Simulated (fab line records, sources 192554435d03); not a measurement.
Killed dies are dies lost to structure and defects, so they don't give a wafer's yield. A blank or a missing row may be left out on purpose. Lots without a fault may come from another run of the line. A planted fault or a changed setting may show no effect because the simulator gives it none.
A struck lot beside a sound one | flow n5_finfet | 15 steps out of a route of 1938
Sound: wafers L367.3, L367.4, L367.6. Struck: wafers L379.5, L379.6. (L379.1 of the same lot was not struck and is left out.) The cause comes at the end.
At each step with rows: each side's tool, then ch and its chambers, then its first start. Under that, the readings that differ: sound wafers | struck wafers | difference of the means | sigmas: that difference in standard deviations of wafers without a fault.
alike: readings whose means differ by less than 2 such deviations, and words and numbers that are the same on both sides. not compared: withheld readings, readings that some wafer has no value for, bounds like >300 that may hide the same value, and numbers for which the record gives no deviation and whose values overlap.
The two part at a step that has a row with sigmas, a row that says differs or no value, or rows on one side only. Numbers that don't overlap but have no deviation are shown without sigmas and don't part them. A reading that every wafer of one side lacks parts them only if that side has two wafers or more.

first, 7 steps without rows for these wafers: N5_HKMG_FIN_COAT_42 (time 60 s, resist thk 35 nm); N5_HKMG_FIN_COAT_43 (resist thk 90 nm); N5_HKMG_FIN_EBR_45; N5_HKMG_FIN_SOFTBAKE_44 (time 60 s); N5_HKMG_FIN_EXPOSE_46 (exposes mask NDIPOLE); N5_HKMG_FIN_PEB_47 (peb time 60 s); N5_HKMG_FIN_DEVELOP_48 (develop time 30 s).
N5_HKMG_FIN_CD_MEAS_49: target cd 202 nm.
  sound on cd_sem-01 ch 0, day 5 05:17; struck on cd_sem-03 ch 0, day 7 23:21
  alike: cd_nm
N5_HKMG_FIN_OVL_MEAS_50:
  sound on overlay-02 ch 0, day 5 05:19; struck on overlay-02 ch 0, day 7 23:23
  reading          | sound       | struck   | difference | sigmas
  NDIPOLE_OVL (nm) | 0.3 0.3 1.4 | 0.0 -1.9 | -1.6       | -2
N5_HKMG_FIN_INSPECT_61: inspects for defects (macro).
  sound on defect_inspect-01, day 5 05:20; struck on defect_inspect-02, day 7 23:24
  alike: raw_defect_count
N5_HKMG_FIN_DESCUM_53: chemistry O2, time 7.9 s.
  sound on rie_diel-01 ch 1,2,3, day 5 05:22; struck on rie_diel-02 ch 1,2, day 7 23:26
  alike: drypump_motor_current_A, oes_product_au, rf_vpp_V, showerhead_plenum_p_Torr, throttle_valve_pct
  not compared: rf_hours_counter_h
N5_HKMG_FIN_ETCH_54: etches SiARC in CF4, target depth 45.5 nm, time 75.8 s.
  sound on rie_diel-01 ch 1,2,3, day 5 05:25; struck on rie_diel-02 ch 1,2, day 7 23:28
  alike: bias_w, drypump_motor_current_A, etch_rf_on_time_s, oes_product_au, rf_vpp_V, showerhead_plenum_p_Torr, throttle_valve_pct
  not compared: rf_hours_counter_h
N5_HKMG_FIN_ETCH_55: etches SOC in N2/H2, target depth 240 nm, time 300 s.
  sound on rie_diel-01 ch 1,2,3, day 5 05:28; struck on rie_diel-02 ch 1,2, day 7 23:32
  reading                                     | sound             | struck      | difference                    | sigmas
  bias_w (W)                                  | 150.5 149.7 150.0 | - -         | no value on the struck wafers |
  run_length_s (s)                            | 323.4 323.8 322.9 | 269.3 269.4 | -54.0                         | -99 or more
  model.etch.depth_nm (nm)                    | 239.3 237.1 240.9 | 201.2 199.1 | -39.0                         |
  model.HKMG_FIN.feature_depth_nm (nm)        | 239.4 237.2 241   | 201.2 199   | -39.1                         |
  model.SiARC_of_HKMG_FIN_COAT_42.thk_nm (nm) | 20.6 21.6 21      | 23.8 23.6   | +2.6                          |
  alike: drypump_motor_current_A, oes_product_au, rf_vpp_V, showerhead_plenum_p_Torr, throttle_valve_pct
  not compared: rf_hours_counter_h
then, 1 step without rows for these wafers: N5_HKMG_FIN_STRIP_56 (strips in N2/H2).
-- the record jumps here: 4 days lie between the struck wafers' starts before and after (it left off in module HKMG_FIN and takes up again in module BEOL_M4, whose first step shown is number 1111 of the route) --
N5_BEOL_M4_RC_MEAS_101:
  sound on prober-02 ch 0, day 9 22:16; struck on prober-01 ch 0, day 12 04:27
  reading       | sound          | struck    | difference | sigmas
  SS_N (mV/dec) | 71.3 71.8 71.5 | 69.8 70.7 | -1.3       | -2
  alike: DIBL_N, DIBL_P, IOFF_N, IOFF_P, ION_N, ION_P, SS_P, VT_N, VT_P

WHERE THEY PART
First at N5_HKMG_FIN_OVL_MEAS_50; last, within this record, at N5_BEOL_M4_RC_MEAS_101.

WHY: what the simulator had put in
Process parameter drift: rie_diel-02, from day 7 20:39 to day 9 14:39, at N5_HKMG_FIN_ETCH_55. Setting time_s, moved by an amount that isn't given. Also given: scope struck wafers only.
